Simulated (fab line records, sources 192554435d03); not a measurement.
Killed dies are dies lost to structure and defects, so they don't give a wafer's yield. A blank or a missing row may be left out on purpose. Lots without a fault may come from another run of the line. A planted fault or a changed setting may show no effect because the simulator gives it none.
Which tool did it? | flow n5_finfet | 12 lots, 36 wafers sampled, at 3 steps of a route of 1938

WHAT THE GAUGES READ, wafer by wafer
N5_FIN_CUT_OVL_MEAS_09.
lot  | measured    | on         | FIN_CUT_OVL (nm)
L075 | day 2 09:16 | overlay-02 | -1.2 -1.2 -0.5
L077 | day 2 20:56 | overlay-02 | 0.5 0.5 0.2
L079 | day 3 08:58 | overlay-01 | -0.2 -0.5 -0.5
L081 | day 3 20:29 | overlay-02 | -0.9 -0.8 -0.6
L083 | day 4 09:41 | overlay-01 | -0.2 -0.5 -1.2
L085 | day 4 23:22 | overlay-01 | -0.9 -1.2 -0.8
L087 | day 5 10:46 | overlay-02 | -0.6 -0.4 -1.5
L089 | day 5 21:31 | overlay-01 | -0.1 -0.6 -0.7
L091 | day 6 08:56 | overlay-02 | -0.2 -1.0 0.7
L093 | day 6 21:23 | overlay-02 | -0.7 -0.7 0.0
L095 | day 7 08:34 | overlay-02 | -0.1 -1.0 -1.0
L097 | day 7 22:14 | overlay-01 | 0.5 -1.0 -1.3

WHICH TOOL RAN EACH LOT (tool, then ch and the chambers of the sampled wafers, then the start)
lot  | N5_FIN_SAQP_RECESS_75             | N5_FIN_SAQP_RECESS_71
L075 | vapor_etch-01 ch 0,1, day 2 05:17 | vapor_etch-01 ch 0,1, day 2 07:38
L077 | vapor_etch-01 ch 0,1, day 2 16:52 | vapor_etch-02 ch 0, day 2 19:11
L079 | vapor_etch-02 ch 0,1, day 3 04:55 | vapor_etch-01 ch 1, day 3 07:05
L081 | vapor_etch-02 ch 0,1, day 3 16:23 | vapor_etch-02 ch 0,1, day 3 18:35
L083 | vapor_etch-01 ch 0,1, day 4 05:40 | vapor_etch-01 ch 0,1, day 4 07:58
L085 | vapor_etch-01 ch 0,1, day 4 19:12 | vapor_etch-02 ch 0,1, day 4 21:23
L087 | vapor_etch-02 ch 1, day 5 06:39   | vapor_etch-01 ch 0,1, day 5 08:53
L089 | vapor_etch-01 ch 0,1, day 5 17:14 | vapor_etch-01 ch 0,1, day 5 19:49
L091 | vapor_etch-01 ch 0,1, day 6 05:02 | vapor_etch-02 ch 0,1, day 6 07:13
L093 | vapor_etch-01 ch 0,1, day 6 16:56 | vapor_etch-02 ch 0,1, day 6 19:39
L095 | vapor_etch-01 ch 0,1, day 7 04:28 | vapor_etch-02 ch 0,1, day 7 06:53
L097 | vapor_etch-02 ch 0,1, day 7 17:08 | vapor_etch-01 ch 0,1, day 7 20:16
- N5_FIN_SAQP_RECESS_75: chemistry HF/NH3, target SiO2, target depth 14.4 nm, afs cycles 3, sublimation time 60 s.
- N5_FIN_SAQP_RECESS_71: chemistry HF/NH3, target SiO2, target depth 3 nm, afs cycles 1, sublimation time 60 s.

THE ANSWER, worked out from the rows above alone
Rule: what is usual is taken from the lots themselves. Put in order of their means at a reading, lots are off if they are a third of the lots or fewer, leave a main group of 4 or more, and stand apart from it by a gap of 3 or more times the standard deviation of the main group's means; of several such gaps the widest counts. A main group whose means are all the same, to the digits that the tables above print for the reading, isn't used. A lot without any number at a reading at which 4 lots or more have one is off too. The other lots that the step has rows for count as sound.
No lot is off at any reading shown: from this, nothing can be told.

WHAT THE SIMULATOR HAD PUT IN
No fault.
